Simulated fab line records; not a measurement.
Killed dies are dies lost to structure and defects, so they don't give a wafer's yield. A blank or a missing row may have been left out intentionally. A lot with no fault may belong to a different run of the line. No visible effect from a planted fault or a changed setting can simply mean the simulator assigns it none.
Split-lot trial / flow n5_finfet / route with 1938 steps; 7 lots, 21 wafers read

THE SPLIT
At N5_GATE_CUT_DESCUM_18 (chemistry O2, time 7 s), the setting time_s was moved away from the recipe's 7 s on 5 of the 21 wafers read, by -10.5% to +21.6%. This setting was run at the recipe's value on the other wafers.

BETWEEN THE SPLIT AND THE READING: the file shows 1 step in between
- N5_GATE_CUT_ETCH_28: etches underlayer in N2/H2, target depth 13 nm, time 10.4 s

THE READING
CAR-EUV_of_GATE_CUT_COAT_07.thk_nm (the simulator's own value, which no gauge read), in nm, at N5_GATE_CUT_ETCH_36 (etches SiARC in CF4, target depth 13 nm, time 21.7 s). The file does not state a usual value for it. Here, 16 wafers ran the recipe; their average is 7.0 nm with a standard deviation of 0.13 nm.

wafer=L076.2; tool, chamber at the split=rie_diel-02, 2; time_s as run, s=7; against the recipe=recipe; CAR-EUV_of_GATE_CUT_COAT_07.thk_nm, nm=7; against lot-mates on the recipe=-
wafer=L076.4; tool, chamber at the split=rie_diel-02, 3; time_s as run, s=7; against the recipe=recipe; CAR-EUV_of_GATE_CUT_COAT_07.thk_nm, nm=7; against lot-mates on the recipe=-
wafer=L076.6; tool, chamber at the split=rie_diel-02, 3; time_s as run, s=8.515; against the recipe=+21.6%; CAR-EUV_of_GATE_CUT_COAT_07.thk_nm, nm=6.2; against lot-mates on the recipe=-0.8
wafer=L078.1; tool, chamber at the split=rie_diel-02, 0,3,2; time_s as run, s=7; against the recipe=recipe; CAR-EUV_of_GATE_CUT_COAT_07.thk_nm, nm=7; against lot-mates on the recipe=-
wafer=L078.2; tool, chamber at the split=rie_diel-02, 0,3,2; time_s as run, s=7; against the recipe=recipe; CAR-EUV_of_GATE_CUT_COAT_07.thk_nm, nm=7; against lot-mates on the recipe=-
wafer=L078.6; tool, chamber at the split=rie_diel-02, 0,3,2; time_s as run, s=7; against the recipe=recipe; CAR-EUV_of_GATE_CUT_COAT_07.thk_nm, nm=6.8; against lot-mates on the recipe=-
wafer=L082.3; tool, chamber at the split=rie_diel-02, 3; time_s as run, s=7; against the recipe=recipe; CAR-EUV_of_GATE_CUT_COAT_07.thk_nm, nm=7; against lot-mates on the recipe=-
wafer=L082.4; tool, chamber at the split=rie_diel-02, 3,1; time_s as run, s=6.268; against the recipe=-10.5%; CAR-EUV_of_GATE_CUT_COAT_07.thk_nm, nm=7.4; against lot-mates on the recipe=+0.4
wafer=L082.5; tool, chamber at the split=rie_diel-02, 3,1; time_s as run, s=6.268; against the recipe=-10.5%; CAR-EUV_of_GATE_CUT_COAT_07.thk_nm, nm=7.4; against lot-mates on the recipe=+0.4
wafer=L083.1; tool, chamber at the split=rie_diel-04, 0; time_s as run, s=7; against the recipe=recipe; CAR-EUV_of_GATE_CUT_COAT_07.thk_nm, nm=6.8; against lot-mates on the recipe=-
wafer=L083.2; tool, chamber at the split=rie_diel-04, 2; time_s as run, s=7; against the recipe=recipe; CAR-EUV_of_GATE_CUT_COAT_07.thk_nm, nm=7.2; against lot-mates on the recipe=-
wafer=L083.5; tool, chamber at the split=rie_diel-04, 2; time_s as run, s=7; against the recipe=recipe; CAR-EUV_of_GATE_CUT_COAT_07.thk_nm, nm=7.2; against lot-mates on the recipe=-
wafer=L089.2; tool, chamber at the split=rie_diel-04, 2; time_s as run, s=6.428; against the recipe=-8.2%; CAR-EUV_of_GATE_CUT_COAT_07.thk_nm, nm=7.4; against lot-mates on the recipe=+0.4
wafer=L089.3; tool, chamber at the split=rie_diel-04, 3; time_s as run, s=6.428; against the recipe=-8.2%; CAR-EUV_of_GATE_CUT_COAT_07.thk_nm, nm=7.2; against lot-mates on the recipe=+0.2
wafer=L089.4; tool, chamber at the split=rie_diel-04, 1; time_s as run, s=7; against the recipe=recipe; CAR-EUV_of_GATE_CUT_COAT_07.thk_nm, nm=7; against lot-mates on the recipe=-
wafer=L092.1; tool, chamber at the split=rie_diel-06, 0,3; time_s as run, s=7; against the recipe=recipe; CAR-EUV_of_GATE_CUT_COAT_07.thk_nm, nm=7; against lot-mates on the recipe=-
wafer=L092.2; tool, chamber at the split=rie_diel-06, 0,3; time_s as run, s=7; against the recipe=recipe; CAR-EUV_of_GATE_CUT_COAT_07.thk_nm, nm=7; against lot-mates on the recipe=-
wafer=L092.4; tool, chamber at the split=rie_diel-06, 1; time_s as run, s=7; against the recipe=recipe; CAR-EUV_of_GATE_CUT_COAT_07.thk_nm, nm=7; against lot-mates on the recipe=-
wafer=L096.1; tool, chamber at the split=rie_diel-04, 1,2; time_s as run, s=7; against the recipe=recipe; CAR-EUV_of_GATE_CUT_COAT_07.thk_nm, nm=7.2; against lot-mates on the recipe=-
wafer=L096.2; tool, chamber at the split=rie_diel-04, 1,2; time_s as run, s=7; against the recipe=recipe; CAR-EUV_of_GATE_CUT_COAT_07.thk_nm, nm=7.2; against lot-mates on the recipe=-
wafer=L096.3; tool, chamber at the split=rie_diel-04, 3; time_s as run, s=7; against the recipe=recipe; CAR-EUV_of_GATE_CUT_COAT_07.thk_nm, nm=7.2; against lot-mates on the recipe=-
Rows listing several chambers each stand for several wafers; the file does not say which wafer went through which chamber.

FIT RESULTS
A straight line over all 21 wafers: CAR-EUV_of_GATE_CUT_COAT_07.thk_nm changes by -0.0367 nm for each +1% of time_s; r = -0.89; the points scatter about the line by 0.12 nm.
The same after taking each lot's own level away (the mean of its wafers on the recipe; 21 wafers): -0.0372 nm for each +1%; r = -0.94; scatter 0.09 nm.
Per that fit: largest time_s move, reading shift of 0.81 nm.
The span of the lots' own levels, 6.93 to 7.20 nm, comes to 2.1 times the standard deviation stated above.
Hence the lot-to-lot level has little effect on the slope; both slopes agree.
Check: for one of the wafers moved furthest among these (+21.6%), held out of the fit, the line's prediction against its lot-mates is -0.816 nm. Against them it came out at -0.8 nm.

FURTHER SPLITS ON THESE WAFERS
Note: prior to the reading, these wafers also went through further splits. Each is held against what the fit with the lots' levels taken away leaves over:
other split on the same wafers=N5_WELL_APT_COAT_02 spin_rpm; wafers away from the commonest value=5; r with CAR-EUV_of_GATE_CUT_COAT_07.thk_nm (lot level and that fit taken away)=+0.28
other split on the same wafers=N5_WELL_APT_PEB_06 peb_time_s; wafers away from the commonest value=8; r with CAR-EUV_of_GATE_CUT_COAT_07.thk_nm (lot level and that fit taken away)=-0.36
other split on the same wafers=N5_WELL_APT_PEB_23 peb_time_s; wafers away from the commonest value=5; r with CAR-EUV_of_GATE_CUT_COAT_07.thk_nm (lot level and that fit taken away)=-0.11
other split on the same wafers=N5_WELL_APT_DESCUM_30 time_s; wafers away from the commonest value=7; r with CAR-EUV_of_GATE_CUT_COAT_07.thk_nm (lot level and that fit taken away)=-0.15
other split on the same wafers=N5_FIN_SAQP_ETCH_65 time_s; wafers away from the commonest value=8; r with CAR-EUV_of_GATE_CUT_COAT_07.thk_nm (lot level and that fit taken away)=+0.06
other split on the same wafers=N5_STI_FIN_REVEAL_ETCHBACK_08 time_s; wafers away from the commonest value=5; r with CAR-EUV_of_GATE_CUT_COAT_07.thk_nm (lot level and that fit taken away)=-0.08
other split on the same wafers=N5_STI_FIN_REVEAL_PRECLEAN_17 time_s; wafers away from the commonest value=7; r with CAR-EUV_of_GATE_CUT_COAT_07.thk_nm (lot level and that fit taken away)=+0.25
other split on the same wafers=N5_SD_EPI_N_COAT_32 spin_rpm; wafers away from the commonest value=3; r with CAR-EUV_of_GATE_CUT_COAT_07.thk_nm (lot level and that fit taken away)=-0.05
other split on the same wafers=N5_SD_EPI_N_COAT_33 spin_rpm; wafers away from the commonest value=7; r with CAR-EUV_of_GATE_CUT_COAT_07.thk_nm (lot level and that fit taken away)=-0.07
other split on the same wafers=N5_SD_EPI_N_ETCH_45 target_depth_a; wafers away from the commonest value=4; r with CAR-EUV_of_GATE_CUT_COAT_07.thk_nm (lot level and that fit taken away)=+0.11
other split on the same wafers=N5_SDB_ETCH_25 time_s; wafers away from the commonest value=9; r with CAR-EUV_of_GATE_CUT_COAT_07.thk_nm (lot level and that fit taken away)=-0.07

THE WHOLE CHAIN: every reading that the file lists as answering this split, in the file's order
step=N5_GATE_CUT_DESCUM_18; what it does=chemistry O2, time 7 s; reading=CAR-EUV_of_GATE_CUT_COAT_07.thk_nm (the simulator's own value, which no gauge read); change (the file's fit)=-0.0338 nm for each +1% of the setting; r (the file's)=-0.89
step=N5_GATE_CUT_ETCH_36; what it does=etches SiARC in CF4, target depth 13 nm, time 21.7 s; reading=CAR-EUV_of_GATE_CUT_COAT_07.thk_nm (the simulator's own value, which no gauge read); change (the file's fit)=-0.0372 nm for each +1% of the setting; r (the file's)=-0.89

THE FILE'S OWN FIT
CAR-EUV_of_GATE_CUT_COAT_07.thk_nm changes by -0.0372 nm for each +1% of time_s, r = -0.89.
